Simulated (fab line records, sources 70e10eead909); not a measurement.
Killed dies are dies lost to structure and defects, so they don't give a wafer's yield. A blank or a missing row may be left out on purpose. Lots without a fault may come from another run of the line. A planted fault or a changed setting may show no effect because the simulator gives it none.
Which tool did it? | flow nand_harc | 24 lots, 72 wafers sampled, at 6 steps of a route of 1302

WHAT THE GAUGES READ, wafer by wafer
The record holds no reading of a measuring or inspecting step that can be judged against a usual standard deviation.

WHICH TOOL RAN EACH LOT (tool, then ch and the chambers of the sampled wafers, then the start)
lot  | NHARC_A_SGD_CUT_STRIP_17                      | NHARC_A_SLIT_DEP_23             | NHARC_A_WL_FILL_ETCHBACK_16                   | NHARC_A_CONTACT_DEP_24          | NHARC_A_CONTACT_DEP_28        | NHARC_A_CONTACT_ETCH_123
L074 | rie_diel-05 ch 1,2,3, day 19 17:55 or earlier | pecvd-01 ch 0,1,2, day 19 17:55 | rie_diel-11 ch 1,2,3, day 21 05:31 or earlier | pecvd-03 ch 0,1,2, day 21 05:31 | acl_dep-02 ch 0, day 21 12:44 | har_cap_etch-02 ch 0,1, day 21 19:58
L076 | rie_diel-05 ch 0,1,3, day 20 06:58 or earlier | pecvd-01 ch 0,1,2, day 20 06:58 | rie_diel-12 ch 0,1, day 21 15:08 or earlier   | pecvd-03 ch 1,2, day 21 15:08   | acl_dep-01 ch 0, day 21 17:04 | har_cap_etch-02 ch 0,1, day 22 02:28
L075 | rie_diel-04 ch 1,2,3, day 20 06:53 or earlier | pecvd-02 ch 0,1, day 20 06:53   | rie_diel-07 ch 0,1,3, day 21 15:06 or earlier | pecvd-04 ch 0,2, day 21 15:06   | acl_dep-02 ch 0, day 21 16:22 | har_cap_etch-03 ch 0,1, day 22 01:10
L077 | rie_diel-04 ch 1,2,3, day 21 08:52 or earlier | pecvd-01 ch 0,1,2, day 21 08:52 | rie_diel-07 ch 1,2,3, day 22 16:40 or earlier | pecvd-01 ch 0,1,2, day 22 16:40 | acl_dep-02 ch 0, day 22 17:45 | har_cap_etch-02 ch 0,1, day 23 02:49
L079 | rie_diel-04 ch 0,1,3, day 21 09:02 or earlier | pecvd-01 ch 0,1,2, day 21 09:02 | rie_diel-12 ch 0,1,3, day 22 16:32 or earlier | pecvd-04 ch 0,2, day 22 16:32   | acl_dep-03 ch 0, day 22 17:08 | har_cap_etch-01 ch 0,1, day 23 02:15
L078 | rie_diel-05 ch 0,1,2, day 21 12:38 or earlier | pecvd-02 ch 0,2, day 21 12:38   | rie_diel-07 ch 1,2,3, day 23 00:01 or earlier | pecvd-01 ch 0,1,2, day 23 00:01 | acl_dep-01 ch 0, day 23 00:34 | har_cap_etch-03 ch 0,1, day 23 09:53
L080 | rie_diel-04 ch 1,3, day 21 17:42 or earlier   | pecvd-03 ch 0,1,2, day 21 17:42 | rie_diel-12 ch 0,1, day 23 00:07 or earlier   | pecvd-03 ch 1,2, day 23 00:07   | acl_dep-02 ch 0, day 23 00:43 | har_cap_etch-01 ch 0,1, day 23 09:44
L081 | rie_diel-04 ch 0,1,3, day 22 15:56 or earlier | pecvd-03 ch 0,2, day 22 15:56   | rie_diel-11 ch 0,2,3, day 23 23:28 or earlier | pecvd-01 ch 0,1,2, day 23 23:28 | acl_dep-03 ch 0, day 24 01:08 | har_cap_etch-03 ch 0,1, day 24 10:10
L082 | rie_diel-10 ch 2,3, day 22 15:56 or earlier   | pecvd-01 ch 0,1,2, day 22 15:56 | rie_diel-12 ch 0,1,2, day 23 23:31 or earlier | pecvd-04 ch 1,2, day 23 23:31   | acl_dep-02 ch 0, day 24 01:50 | har_cap_etch-02 ch 0,1, day 24 14:07
L083 | rie_diel-05 ch 0,1,2, day 23 10:22 or earlier | pecvd-01 ch 0,1,2, day 23 10:22 | rie_diel-12 ch 0,1,2, day 24 18:48 or earlier | pecvd-04 ch 1,2, day 24 18:48   | acl_dep-03 ch 0, day 24 19:17 | har_cap_etch-02 ch 0,1, day 25 04:25
L085 | rie_diel-10 ch 0,2,3, day 23 21:35 or earlier | pecvd-02 ch 0,1,2, day 23 21:35 | rie_diel-12 ch 0,1,2, day 25 09:31 or earlier | pecvd-04 ch 0,1,2, day 25 09:31 | acl_dep-02 ch 0, day 25 10:07 | har_cap_etch-02 ch 0,1, day 25 19:17
L084 | rie_diel-10 ch 0,3, day 23 22:20 or earlier   | pecvd-01 ch 0,2, day 23 22:20   | rie_diel-07 ch 1,2,3, day 25 09:53 or earlier | pecvd-01 ch 0,1,2, day 25 09:53 | acl_dep-03 ch 0, day 25 11:31 | har_cap_etch-03 ch 0,1, day 25 19:55
L086 | rie_diel-10 ch 0,1, day 24 16:06 or earlier   | pecvd-03 ch 0,1, day 24 16:06   | rie_diel-07 ch 0,2, day 26 03:19 or earlier   | pecvd-04 ch 0,1,2, day 26 03:19 | acl_dep-01 ch 0, day 26 05:11 | har_cap_etch-01 ch 0,1, day 26 13:00
L087 | rie_diel-10 ch 0,2,3, day 25 02:49 or earlier | pecvd-02 ch 0,1,2, day 25 02:49 | rie_diel-07 ch 2,3, day 26 12:58 or earlier   | pecvd-01 ch 1,2, day 26 12:58   | acl_dep-03 ch 0, day 26 16:31 | har_cap_etch-01 ch 0,1, day 27 00:51
L088 | rie_diel-05 ch 0,2, day 25 18:13 or earlier   | pecvd-01 ch 0,1, day 25 18:13   | rie_diel-07 ch 0,2,3, day 27 04:11 or earlier | pecvd-03 ch 0,1, day 27 04:11   | acl_dep-03 ch 0, day 27 08:12 | har_cap_etch-02 ch 0,1, day 27 16:31
L089 | rie_diel-10 ch 1,2, day 25 15:49 or earlier   | pecvd-01 ch 1,2, day 25 15:49   | rie_diel-12 ch 0,2, day 26 23:53 or earlier   | pecvd-01 ch 1,2, day 26 23:53   | acl_dep-03 ch 0, day 27 04:01 | har_cap_etch-02 ch 0,1, day 27 12:13
L090 | rie_diel-04 ch 0,1,2, day 26 17:06 or earlier | pecvd-02 ch 0,2, day 26 17:06   | rie_diel-12 ch 0,1,3, day 28 02:19 or earlier | pecvd-03 ch 0,1,2, day 28 02:19 | acl_dep-02 ch 0, day 28 04:11 | har_cap_etch-02 ch 0,1, day 28 12:11
L091 | rie_diel-10 ch 1,3, day 27 03:30 or earlier   | pecvd-01 ch 0,1,2, day 27 03:30 | rie_diel-12 ch 0,3, day 28 15:10 or earlier   | pecvd-03 ch 0,1,2, day 28 15:10 | acl_dep-02 ch 0, day 28 17:08 | har_cap_etch-03 ch 0,1, day 29 01:10
L092 | rie_diel-05 ch 0,3, day 27 04:19 or earlier   | pecvd-02 ch 0,1, day 27 04:19   | rie_diel-11 ch 0,2,3, day 28 19:54 or earlier | pecvd-01 ch 0,1,2, day 28 19:54 | acl_dep-01 ch 0, day 28 22:30 | har_cap_etch-03 ch 0,1, day 29 06:47
L093 | rie_diel-04 ch 1,2,3, day 27 03:20 or earlier | pecvd-01 ch 0,1, day 27 03:20   | rie_diel-11 ch 0,1,2, day 28 15:11 or earlier | pecvd-01 ch 0,2, day 28 15:11   | acl_dep-01 ch 0, day 28 18:16 | har_cap_etch-02 ch 0,1, day 29 02:47
L094 | rie_diel-10 ch 0,2,3, day 28 00:29 or earlier | pecvd-02 ch 0,1, day 28 00:29   | rie_diel-11 ch 1,2,3, day 29 10:59 or earlier | pecvd-04 ch 1,2, day 29 10:59   | acl_dep-01 ch 0, day 29 12:16 | har_cap_etch-02 ch 0,1, day 29 21:14
L095 | rie_diel-10 ch 0,1, day 28 14:16 or earlier   | pecvd-03 ch 0,1,2, day 28 14:16 | rie_diel-07 ch 0,1, day 30 03:12 or earlier   | pecvd-01 ch 0,1,2, day 30 03:12 | acl_dep-02 ch 0, day 30 04:27 | har_cap_etch-03 ch 0,1, day 30 12:41
L097 | rie_diel-10 ch 0,1,3, day 29 09:31 or earlier | pecvd-02 ch 0,1,2, day 29 09:31 | rie_diel-07 ch 0,2,3, day 30 20:14 or earlier | pecvd-04 ch 0,1,2, day 30 20:14 | acl_dep-01 ch 0, day 30 21:30 | har_cap_etch-03 ch 0,1, day 31 05:50
L096 | rie_diel-04 ch 0,1,2, day 30 02:04 or earlier | pecvd-02 ch 0,1,2, day 30 02:04 | rie_diel-11 ch 0,2,3, day 31 14:13 or earlier | pecvd-04 ch 0,1,2, day 31 14:13 | acl_dep-02 ch 0, day 31 17:19 | har_cap_etch-01 ch 0,1, day 32 02:25
- NHARC_A_SGD_CUT_STRIP_17: strips in O2.
- NHARC_A_SLIT_DEP_23: deposits SiON, target thk 100 nm.
- NHARC_A_WL_FILL_ETCHBACK_16: etches the open film in C4F8/O2/Ar, target depth 120 nm, time 24 s.
- NHARC_A_CONTACT_DEP_24: deposits SiO2, target thk 500 nm.
- NHARC_A_CONTACT_DEP_28: deposits aC, target thk 7000 nm.
- NHARC_A_CONTACT_ETCH_123: etches the open film in C4F8/O2/Ar, time 490 s, target depth 2110 nm.

WHAT THE TOOLS THEMSELVES READ (means of the sampled wafers that have a number; where no wafer has one, the mark that the record gives instead)
NHARC_A_SGD_CUT_STRIP_17.
lot  | tool        | drypump_motor_current_A (A) | oes_product_au (a.u.) | rf_vpp_V (V) | showerhead_plenum_p_Torr (Torr) | throttle_valve_pct (%)
L074 | rie_diel-05 | 5.6                         | 0.999                 | 56.8         | 3.45                            | 17.040
L076 | rie_diel-05 | 5.3                         | 1.007                 | 56.8         | 3.50                            | 17.041
L075 | rie_diel-04 | 5.9                         | 1.004                 | 57.5         | 3.38                            | 17.040
L077 | rie_diel-04 | 5.9                         | 0.999                 | 57.0         | 3.38                            | 17.028
L079 | rie_diel-04 | 5.7                         | 0.999                 | 58.0         | 3.41                            | 17.039
L078 | rie_diel-05 | 5.3                         | 1.003                 | 57.4         | 3.53                            | 17.043
L080 | rie_diel-04 | 5.6                         | 1.008                 | 57.6         | 3.33                            | 17.041
L081 | rie_diel-04 | 5.7                         | 1.001                 | 56.8         | 3.41                            | 17.034
L082 | rie_diel-10 | 6.1                         | 0.994                 | 57.5         | 3.30                            | 17.038
L083 | rie_diel-05 | 5.3                         | 1.008                 | 57.6         | 3.52                            | 17.036
L085 | rie_diel-10 | 6.2                         | 0.993                 | 57.8         | 3.32                            | 17.032
L084 | rie_diel-10 | 6.4                         | 0.990                 | 58.2         | 3.32                            | 17.040
L086 | rie_diel-10 | 5.7                         | 0.994                 | 57.7         | 3.55                            | 17.030
L087 | rie_diel-10 | 6.2                         | 0.989                 | 56.9         | 3.32                            | 17.044
L088 | rie_diel-05 | 5.2                         | 1.000                 | 58.3         | 3.67                            | 17.038
L089 | rie_diel-10 | 5.4                         | 0.997                 | 57.6         | 3.53                            | 17.040
L090 | rie_diel-04 | 5.9                         | 0.997                 | 57.7         | 3.41                            | 17.037
L091 | rie_diel-10 | 5.9                         | 0.996                 | 57.2         | 3.41                            | 17.042
L092 | rie_diel-05 | 5.5                         | 0.994                 | 57.4         | 3.57                            | 17.040
L093 | rie_diel-04 | 5.9                         | 0.999                 | 56.8         | 3.38                            | 17.032
L094 | rie_diel-10 | 6.2                         | 1.002                 | 57.7         | 3.32                            | 17.046
L095 | rie_diel-10 | 5.7                         | 1.003                 | 57.2         | 3.54                            | 17.029
L097 | rie_diel-10 | 6.1                         | 0.994                 | 57.2         | 3.43                            | 17.033
L096 | rie_diel-04 | 5.9                         | 1.002                 | 57.3         | 3.41                            | 17.039

NHARC_A_SLIT_DEP_23.
lot  | tool     | chamber_pressure_Torr (Torr) | heater_power_w (W)
L074 | pecvd-01 | 3.498                        | 724
L076 | pecvd-01 | 3.499                        | 688
L075 | pecvd-02 | 3.498                        | 655
L077 | pecvd-01 | 3.497                        | 729
L079 | pecvd-01 | 3.498                        | 738
L078 | pecvd-02 | 3.502                        | 700
L080 | pecvd-03 | 3.492                        | 826
L081 | pecvd-03 | 3.502                        | 816
L082 | pecvd-01 | 3.504                        | 711
L083 | pecvd-01 | 3.507                        | 695
L085 | pecvd-02 | 3.501                        | 708
L084 | pecvd-01 | 3.499                        | 614
L086 | pecvd-03 | 3.501                        | 745
L087 | pecvd-02 | 3.508                        | 704
L088 | pecvd-01 | 3.496                        | 746
L089 | pecvd-01 | 3.500                        | 772
L090 | pecvd-02 | 3.505                        | 686
L091 | pecvd-01 | 3.498                        | 713
L092 | pecvd-02 | 3.498                        | 594
L093 | pecvd-01 | 3.502                        | 668
L094 | pecvd-02 | 3.498                        | 625
L095 | pecvd-03 | 3.507                        | 812
L097 | pecvd-02 | 3.504                        | 657
L096 | pecvd-02 | 3.488                        | 701

NHARC_A_WL_FILL_ETCHBACK_16.
lot  | tool        | oes_product_au (a.u.) | rf_vpp_V (V)
L074 | rie_diel-11 | 0.982                 | 724
L076 | rie_diel-12 | 1.003                 | 726
L075 | rie_diel-07 | 1.007                 | 723
L077 | rie_diel-07 | 0.988                 | 725
L079 | rie_diel-12 | 0.995                 | 724
L078 | rie_diel-07 | 0.991                 | 724
L080 | rie_diel-12 | 0.997                 | 726
L081 | rie_diel-11 | 0.989                 | 724
L082 | rie_diel-12 | 0.996                 | 725
L083 | rie_diel-12 | 0.996                 | 724
L085 | rie_diel-12 | 0.930                 | 725
L084 | rie_diel-07 | 0.924                 | 724
L086 | rie_diel-07 | 1.001                 | 720
L087 | rie_diel-07 | 0.997                 | 722
L088 | rie_diel-07 | 1.005                 | 722
L089 | rie_diel-12 | 0.996                 | 723
L090 | rie_diel-12 | 0.996                 | 724
L091 | rie_diel-12 | 0.932                 | 721
L092 | rie_diel-11 | 0.993                 | 725
L093 | rie_diel-11 | 1.009                 | 728
L094 | rie_diel-11 | 0.985                 | 725
L095 | rie_diel-07 | 0.971                 | 726
L097 | rie_diel-07 | 0.951                 | 721
L096 | rie_diel-11 | 0.992                 | 725

NHARC_A_CONTACT_DEP_24.
lot  | tool     | chamber_pressure_Torr (Torr) | heater_power_w (W) | throttle_valve_pct (%)
L074 | pecvd-03 | 6.511                        | 630                | 16.2
L076 | pecvd-03 | 6.503                        | 638                | 16.6
L075 | pecvd-04 | 6.510                        | 623                | 16.4
L077 | pecvd-01 | 6.490                        | 520                | 15.6
L079 | pecvd-04 | 6.513                        | 600                | 16.3
L078 | pecvd-01 | 6.498                        | 536                | 15.6
L080 | pecvd-03 | 6.499                        | 567                | 16.8
L081 | pecvd-01 | 6.496                        | 519                | 15.8
L082 | pecvd-04 | 6.492                        | 716                | 16.9
L083 | pecvd-04 | 6.498                        | 629                | 16.5
L085 | pecvd-04 | 6.511                        | 605                | 16.4
L084 | pecvd-01 | 6.510                        | 536                | 16.0
L086 | pecvd-04 | 6.507                        | 591                | 16.5
L087 | pecvd-01 | 6.507                        | 499                | 16.3
L088 | pecvd-03 | 6.490                        | 546                | 15.9
L089 | pecvd-01 | 6.506                        | 518                | 16.1
L090 | pecvd-03 | 6.507                        | 620                | 15.8
L091 | pecvd-03 | 6.498                        | 647                | 16.2
L092 | pecvd-01 | 6.496                        | 540                | 16.2
L093 | pecvd-01 | 6.507                        | 529                | 15.9
L094 | pecvd-04 | 6.506                        | 691                | 16.4
L095 | pecvd-01 | 6.486                        | 563                | 15.6
L097 | pecvd-04 | 6.486                        | 639                | 16.4
L096 | pecvd-04 | 6.501                        | 699                | 16.7

NHARC_A_CONTACT_DEP_28.
lot  | tool       | throttle_valve_pct (%)
L074 | acl_dep-02 | 35.005
L076 | acl_dep-01 | 35.007
L075 | acl_dep-02 | 34.994
L077 | acl_dep-02 | 34.999
L079 | acl_dep-03 | 35.002
L078 | acl_dep-01 | 34.998
L080 | acl_dep-02 | 34.996
L081 | acl_dep-03 | 34.998
L082 | acl_dep-02 | 34.994
L083 | acl_dep-03 | 35.004
L085 | acl_dep-02 | 34.997
L084 | acl_dep-03 | 34.996
L086 | acl_dep-01 | 35.003
L087 | acl_dep-03 | 34.998
L088 | acl_dep-03 | 34.999
L089 | acl_dep-03 | 35.001
L090 | acl_dep-02 | 34.999
L091 | acl_dep-02 | 34.992
L092 | acl_dep-01 | 35.001
L093 | acl_dep-01 | 34.999
L094 | acl_dep-01 | 35.003
L095 | acl_dep-02 | 34.986
L097 | acl_dep-01 | 35.000
L096 | acl_dep-02 | 35.004

NHARC_A_CONTACT_ETCH_123.
lot  | tool            | oes_air_line_au (a.u.)
L074 | har_cap_etch-02 | 0.994
L076 | har_cap_etch-02 | 1.008
L075 | har_cap_etch-03 | 1.021
L077 | har_cap_etch-02 | 0.999
L079 | har_cap_etch-01 | 0.978
L078 | har_cap_etch-03 | 0.992
L080 | har_cap_etch-01 | 1.006
L081 | har_cap_etch-03 | 1.004
L082 | har_cap_etch-02 | 0.998
L083 | har_cap_etch-02 | 0.990
L085 | har_cap_etch-02 | 0.997
L084 | har_cap_etch-03 | 0.977
L086 | har_cap_etch-01 | 0.997
L087 | har_cap_etch-01 | 0.995
L088 | har_cap_etch-02 | 1.003
L089 | har_cap_etch-02 | 0.994
L090 | har_cap_etch-02 | 0.956
L091 | har_cap_etch-03 | 1.018
L092 | har_cap_etch-03 | 0.993
L093 | har_cap_etch-02 | 1.001
L094 | har_cap_etch-02 | 1.000
L095 | har_cap_etch-03 | 0.990
L097 | har_cap_etch-03 | 1.019
L096 | har_cap_etch-01 | 1.005

THE ANSWER, worked out from the rows above alone
Rule: what is usual is taken from the lots themselves. Put in order of their means at a reading, lots are off if they are a third of the lots or fewer, leave a main group of 4 or more, and stand apart from it by a gap of 3 or more times the standard deviation of the main group's means; of several such gaps the widest counts. A main group whose means are all the same, to the digits that the tables above print for the reading, isn't used. A lot without any number at a reading at which 4 lots or more have one is off too. The other lots that the step has rows for count as sound. The gauges are gone through in route order, then the tools' own readings, and for those a lot's mean is taken as printed above. The first step at which some lot is off is used, and at that step the reading that is off furthest; a lot without a number counts as furthest.
No lot is off at any reading shown: from this, nothing can be told.

WHAT THE SIMULATOR HAD PUT IN
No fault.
